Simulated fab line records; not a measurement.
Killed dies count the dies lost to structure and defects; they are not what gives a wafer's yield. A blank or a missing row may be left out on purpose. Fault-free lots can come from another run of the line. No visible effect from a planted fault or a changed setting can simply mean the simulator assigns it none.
Which tool is to blame? ; flow nand-harc ; Sampling: 24 lots, 72 wafers, 6 of 1159 route steps

WHAT THE GAUGES READ, wafer by wafer
NHARC_P_M0_INSPECT_11.
lot;measured;on;raw-defect-count
L074;day 5 20:18;defect-inspect-02;4 2 3
L075;day 6 10:08;defect-inspect-01;5 3 3
L077;day 6 12:06;defect-inspect-02;6 6 7
L076;day 6 12:19;defect-inspect-01;4 5 4
L078;day 6 21:56;defect-inspect-01;7 8 3
L079;day 7 10:27;defect-inspect-02;5 4 8
L080;day 7 15:29;defect-inspect-02;1 1 6
L081;day 7 15:45;defect-inspect-02;2 2 2
L082;day 7 20:21;defect-inspect-01;7 11 1
L084;day 8 01:40;defect-inspect-01;1 0 4
L083;day 8 05:31;defect-inspect-02;3 2 3
L086;day 9 02:34;defect-inspect-02;5 10 8
L087;day 9 03:00;defect-inspect-01;8 9 8
L085;day 9 04:05;defect-inspect-01;1 5 5
L088;day 9 13:28;defect-inspect-01;1 2 2
L089;day 9 19:34;defect-inspect-01;4 3 0
L091;day 10 00:59;defect-inspect-01;2 4 4
L090;day 10 02:18;defect-inspect-02;7 1 2
L092;day 10 07:33;defect-inspect-02;6 5 5
L094;day 10 12:55;defect-inspect-01;3 11 2
L093;day 10 14:31;defect-inspect-01;2 2 1
L095;day 11 01:12;defect-inspect-01;6 4 2
L097;day 11 15:14;defect-inspect-01;2 2 2
L096;day 11 15:58;defect-inspect-01;6 8 8

EACH LOT AND THE TOOL THAT RAN IT (in order: tool; ch and the chambers of the sampled wafers; start)
lot;NHARC_P_GATE_DESCUM_48;NHARC_P_GATE_STRIP_112;NHARC_P_CONTACT_DEP_30;NHARC_P_CONTACT_DEP_00;NHARC_P_CONTACT_CMP_01
L074;rie-diel-11 ch 0,1, day 5 05:00;plasma-asher-02 ch 0, day 5 07:12;pecvd-01 ch 1,2, day 5 11:29;pecvd-01 ch 1,2, day 5 12:12 or earlier;cmp-01 ch 1,3, day 5 12:12
L075;rie-diel-11 ch 1,2,3, day 5 16:55;plasma-asher-01 ch 0,1, day 5 18:56;pecvd-02 ch 0,1, day 5 23:11;pecvd-02 ch 0,1, day 5 23:52 or earlier;cmp-04 ch 0,1,2, day 5 23:52
L077;rie-diel-13 ch 0,2, day 5 22:13;plasma-asher-02 ch 0,1, day 6 00:13;pecvd-02 ch 0,1, day 6 04:40;pecvd-02 ch 0,1, day 6 05:20 or earlier;cmp-04 ch 1,2, day 6 05:20
L076;rie-diel-13 ch 1,3, day 5 22:41;plasma-asher-01 ch 0, day 6 00:53;pecvd-04 ch 0,1,2, day 6 05:40;pecvd-04 ch 0,1,2, day 6 06:22 or earlier;cmp-04 ch 0,1,2, day 6 06:22
L078;rie-diel-12 ch 1,3, day 6 06:32;plasma-asher-02 ch 0, day 6 08:39;pecvd-01 ch 0,2, day 6 13:00;pecvd-01 ch 0,2, day 6 13:43 or earlier;cmp-01 ch 1,2, day 6 13:43
L079;rie-diel-12 ch 0,2,3, day 6 18:45;plasma-asher-02 ch 0,1, day 6 20:53;pecvd-04 ch 1,2, day 7 01:15;pecvd-04 ch 1,2, day 7 01:59 or earlier;cmp-01 ch 0,1,3, day 7 01:59
L080;rie-diel-11 ch 0,3, day 6 21:01;plasma-asher-01 ch 0,1, day 6 23:19;pecvd-01 ch 0,1, day 7 03:55;pecvd-01 ch 0,1, day 7 04:16;cmp-01 ch 2,3, day 7 04:47
L081;rie-diel-11 ch 0,1, day 6 21:32;plasma-asher-01 ch 0,1, day 6 23:45;pecvd-04 ch 0,1, day 7 04:29;pecvd-04 ch 0,1, day 7 05:12 or earlier;cmp-02 ch 1,2,3, day 7 05:12
L082;rie-diel-11 ch 1,2, day 7 07:10;plasma-asher-01 ch 0,1, day 7 09:11;pecvd-04 ch 0,1,2, day 7 13:39;pecvd-04 ch 0,1,2, day 7 14:17 or earlier;cmp-01 ch 1,2, day 7 14:17
L084;rie-diel-13 ch 2,3, day 7 13:32;plasma-asher-02 ch 0,1, day 7 15:50;pecvd-01 ch 0,1,2, day 7 19:58;pecvd-01 ch 0,1,2, day 7 20:38 or earlier;cmp-02 ch 0,2, day 7 20:38
L083;rie-diel-11 ch 0,2,3, day 7 14:41;plasma-asher-01 ch 0,1, day 7 16:40;pecvd-01 ch 0,2, day 7 21:18;pecvd-01 ch 0,2, day 7 22:02 or earlier;cmp-01 ch 1,2,3, day 7 22:02
L086;rie-diel-11 ch 2,3, day 8 10:16;plasma-asher-02 ch 0,1, day 8 12:26;pecvd-04 ch 0,1,2, day 8 16:46;pecvd-04 ch 0,1,2, day 8 17:30 or earlier;cmp-01 ch 2,3, day 8 17:30
L087;rie-diel-11 ch 2,3, day 8 11:27;plasma-asher-02 ch 0,1, day 8 13:39;pecvd-04 ch 0,1,2, day 8 18:07;pecvd-04 ch 0,1,2, day 8 18:44 or earlier;cmp-02 ch 0,1, day 8 18:44
L085;rie-diel-13 ch 1,2,3, day 8 12:57;plasma-asher-01 ch 0,1, day 8 15:04;pecvd-01 ch 1,2, day 8 19:24;pecvd-01 ch 1,2, day 8 20:08 or earlier;cmp-01 ch 0,2,3, day 8 20:08
L088;rie-diel-12 ch 0,2,3, day 8 19:28;plasma-asher-01 ch 0,1, day 8 21:43;pecvd-02 ch 0,1,2, day 9 02:34;pecvd-02 ch 0,1,2, day 9 03:15 or earlier;cmp-04 ch 1,3, day 9 03:15
L089;rie-diel-13 ch 1,2,3, day 9 05:08;plasma-asher-01 ch 0,1, day 9 07:21;pecvd-01 ch 0,1,2, day 9 11:40;pecvd-01 ch 0,1,2, day 9 12:23 or earlier;cmp-01 ch 1,2,3, day 9 12:23
L091;rie-diel-12 ch 0,3, day 9 09:37;plasma-asher-02 ch 0,1, day 9 11:49;pecvd-01 ch 0,1,2, day 9 16:28;pecvd-01 ch 0,1,2, day 9 17:04 or earlier;cmp-04 ch 1,2, day 9 17:04
L090;rie-diel-11 ch 2,3, day 9 11:29;plasma-asher-02 ch 0,1, day 9 13:58;pecvd-01 ch 0,2, day 9 18:05;pecvd-01 ch 0,2, day 9 18:49 or earlier;cmp-02 ch 0,3, day 9 18:49
L092;rie-diel-11 ch 0,2,3, day 9 18:58;plasma-asher-01 ch 0,1, day 9 21:03;pecvd-02 ch 0,1, day 10 01:26;pecvd-02 ch 0,1, day 10 02:04 or earlier;cmp-04 ch 0,3, day 10 02:04
L094;rie-diel-11 ch 0,2,3, day 10 00:05;plasma-asher-02 ch 0,1, day 10 02:28;pecvd-01 ch 0,1,2, day 10 07:11;pecvd-01 ch 0,1,2, day 10 07:47 or earlier;cmp-04 ch 1,2, day 10 07:47
L093;rie-diel-12 ch 0,2,3, day 10 01:47;plasma-asher-02 ch 0,1, day 10 03:59;pecvd-02 ch 0,1,2, day 10 08:31;pecvd-02 ch 0,1,2, day 10 09:14 or earlier;cmp-02 ch 0,2,3, day 10 09:14
L095;rie-diel-11 ch 0,1, day 10 12:31;plasma-asher-02 ch 0,1, day 10 14:35;pecvd-02 ch 0,1,2, day 10 19:04;pecvd-02 ch 0,1,2, day 10 19:47 or earlier;cmp-02 ch 0,1, day 10 19:47
L097;rie-diel-11 ch 0,2,3, day 11 01:49;plasma-asher-02 ch 0, day 11 03:59;pecvd-04 ch 1,2, day 11 09:23;pecvd-04 ch 1,2, day 11 10:05 or earlier;cmp-02 ch 1,2,3, day 11 10:05
L096;rie-diel-13 ch 0,2,3, day 11 01:59;plasma-asher-01 ch 0,1, day 11 04:11;pecvd-02 ch 0,1, day 11 09:45;pecvd-02 ch 0,1, day 11 10:29 or earlier;cmp-04 ch 0,2,3, day 11 10:29
- NHARC_P_GATE_DESCUM_48: chemistry O2, time 3 s.
- NHARC_P_GATE_STRIP_112: strips in N2/H2, time 200 s.
- NHARC_P_CONTACT_DEP_30: deposits SiNx, target thk 30 nm.
- NHARC_P_CONTACT_DEP_00: deposits SiO2, target thk 500 nm.
- NHARC_P_CONTACT_CMP_01: polishes SiO2, target thk 200 nm.

WHAT THE TOOLS THEMSELVES READ (means of the sampled wafers that have a number; where no wafer has one, the mark that the record gives instead)
NHARC_P_GATE_DESCUM_48.
lot;tool;drypump-motor-current-A (A);oes-product-au (a.u.);rf-vpp-V (V);showerhead-plenum-p-Torr (Torr);throttle-valve-pct (%)
L074;rie-diel-11;6.4;1.002;57.9;1.97;11.324
L075;rie-diel-11;5.9;0.993;56.9;1.90;11.312
L077;rie-diel-13;6.1;1.015;58.1;1.89;11.310
L076;rie-diel-13;6.0;1.011;59.0;2.02;11.313
L078;rie-diel-12;6.0;1.004;57.6;1.85;11.307
L079;rie-diel-12;5.8;1.009;56.5;1.80;11.306
L080;rie-diel-11;6.2;1.008;58.3;1.93;11.305
L081;rie-diel-11;6.1;0.994;58.5;2.01;11.306
L082;rie-diel-11;5.4;0.980;56.8;1.89;11.309
L084;rie-diel-13;6.4;1.019;57.6;1.87;11.313
L083;rie-diel-11;5.7;0.984;58.0;1.93;11.310
L086;rie-diel-11;5.3;0.987;56.8;1.87;11.314
L087;rie-diel-11;5.8;0.999;57.6;1.87;11.305
L085;rie-diel-13;6.0;1.009;58.4;1.94;11.311
L088;rie-diel-12;5.8;1.002;56.3;1.79;11.321
L089;rie-diel-13;6.0;1.005;57.7;1.94;11.308
L091;rie-diel-12;5.5;1.000;56.7;1.77;11.317
L090;rie-diel-11;5.3;0.996;57.4;1.87;11.309
L092;rie-diel-11;5.7;0.991;58.4;1.93;11.316
L094;rie-diel-11;5.7;1.009;57.3;1.93;11.308
L093;rie-diel-12;5.8;1.005;57.4;1.89;11.318
L095;rie-diel-11;6.4;0.990;58.7;1.97;11.305
L097;rie-diel-11;5.7;1.003;58.5;1.92;11.307
L096;rie-diel-13;6.1;1.019;57.0;1.95;11.307

NHARC_P_GATE_STRIP_112.
lot;tool;drypump-motor-current-A (A);heater-power-w (W);temp-c (C)
L074;plasma-asher-02;5.8;95;110.04
L075;plasma-asher-01;5.1;107;109.97
L077;plasma-asher-02;5.8;92;110.02
L076;plasma-asher-01;5.0;113;110.05
L078;plasma-asher-02;5.8;94;110.08
L079;plasma-asher-02;5.8;92;109.93
L080;plasma-asher-01;5.3;103;109.78
L081;plasma-asher-01;5.1;109;110.13
L082;plasma-asher-01;5.1;107;110.08
L084;plasma-asher-02;5.9;90;110.03
L083;plasma-asher-01;5.3;101;110.12
L086;plasma-asher-02;5.9;89;109.94
L087;plasma-asher-02;5.8;91;110.00
L085;plasma-asher-01;5.1;106;110.15
L088;plasma-asher-01;5.1;106;110.02
L089;plasma-asher-01;5.1;106;110.09
L091;plasma-asher-02;5.9;88;109.85
L090;plasma-asher-02;5.8;92;109.99
L092;plasma-asher-01;5.3;102;109.80
L094;plasma-asher-02;5.8;91;109.99
L093;plasma-asher-02;5.8;90;109.96
L095;plasma-asher-02;5.9;88;109.85
L097;plasma-asher-02;5.8;93;109.96
L096;plasma-asher-01;5.3;101;109.97

NHARC_P_CONTACT_DEP_30.
lot;tool;heater-power-w (W)
L074;pecvd-01;673
L075;pecvd-02;609
L077;pecvd-02;685
L076;pecvd-04;635
L078;pecvd-01;697
L079;pecvd-04;641
L080;pecvd-01;743
L081;pecvd-04;681
L082;pecvd-04;699
L084;pecvd-01;670
L083;pecvd-01;680
L086;pecvd-04;693
L087;pecvd-04;658
L085;pecvd-01;676
L088;pecvd-02;686
L089;pecvd-01;743
L091;pecvd-01;716
L090;pecvd-01;720
L092;pecvd-02;651
L094;pecvd-01;684
L093;pecvd-02;734
L095;pecvd-02;674
L097;pecvd-04;674
L096;pecvd-02;661

NHARC_P_CONTACT_DEP_00.
lot;tool;heater-power-w (W);throttle-valve-pct (%)
L074;pecvd-01;503;15.6
L075;pecvd-02;495;15.8
L077;pecvd-02;526;15.2
L076;pecvd-04;503;16.1
L078;pecvd-01;570;16.8
L079;pecvd-04;519;16.2
L080;pecvd-01;526;17.0
L081;pecvd-04;485;16.1
L082;pecvd-04;462;16.1
L084;pecvd-01;566;16.4
L083;pecvd-01;541;16.2
L086;pecvd-04;547;16.2
L087;pecvd-04;545;16.2
L085;pecvd-01;575;16.0
L088;pecvd-02;565;15.2
L089;pecvd-01;520;16.4
L091;pecvd-01;559;16.4
L090;pecvd-01;529;16.8
L092;pecvd-02;500;15.4
L094;pecvd-01;558;16.7
L093;pecvd-02;561;15.3
L095;pecvd-02;590;15.2
L097;pecvd-04;502;16.0
L096;pecvd-02;528;15.4

NHARC_P_CONTACT_CMP_01.
lot;tool;motor-current-A (A)
L074;cmp-01;13.4
L075;cmp-04;12.0
L077;cmp-04;11.6
L076;cmp-04;11.5
L078;cmp-01;13.1
L079;cmp-01;12.5
L080;cmp-01;12.5
L081;cmp-02;12.2
L082;cmp-01;13.4
L084;cmp-02;11.8
L083;cmp-01;13.2
L086;cmp-01;12.1
L087;cmp-02;13.2
L085;cmp-01;12.1
L088;cmp-04;12.7
L089;cmp-01;13.0
L091;cmp-04;12.2
L090;cmp-02;12.4
L092;cmp-04;11.6
L094;cmp-04;12.1
L093;cmp-02;12.1
L095;cmp-02;13.4
L097;cmp-02;12.1
L096;cmp-04;11.4

THE ANSWER, worked out from the rows above alone
Rule: the usual values come from the lots themselves. Put in order of their means at a reading, lots are off if they are a third of the lots or fewer, leave a main group of 4 or more, and stand apart from it by a gap of 3 or more times the standard deviation of the main group's means; of several such gaps the widest counts. The tables above print the reading to a certain number of digits; a main group whose means all agree to those digits is not used. A lot without any number at a reading at which 4 lots or more have one is off too. Any other lot the step has rows for is counted as sound. Order of review: gauges by route order, followed by the tools' own readings, for which a lot's mean as printed above is used. At the first step where some lot is off, the reading lying furthest off is the one used; lots without a number count as furthest.
None of the lots is off at any reading shown; this tells nothing.

WHAT THE SIMULATOR HAD INSERTED
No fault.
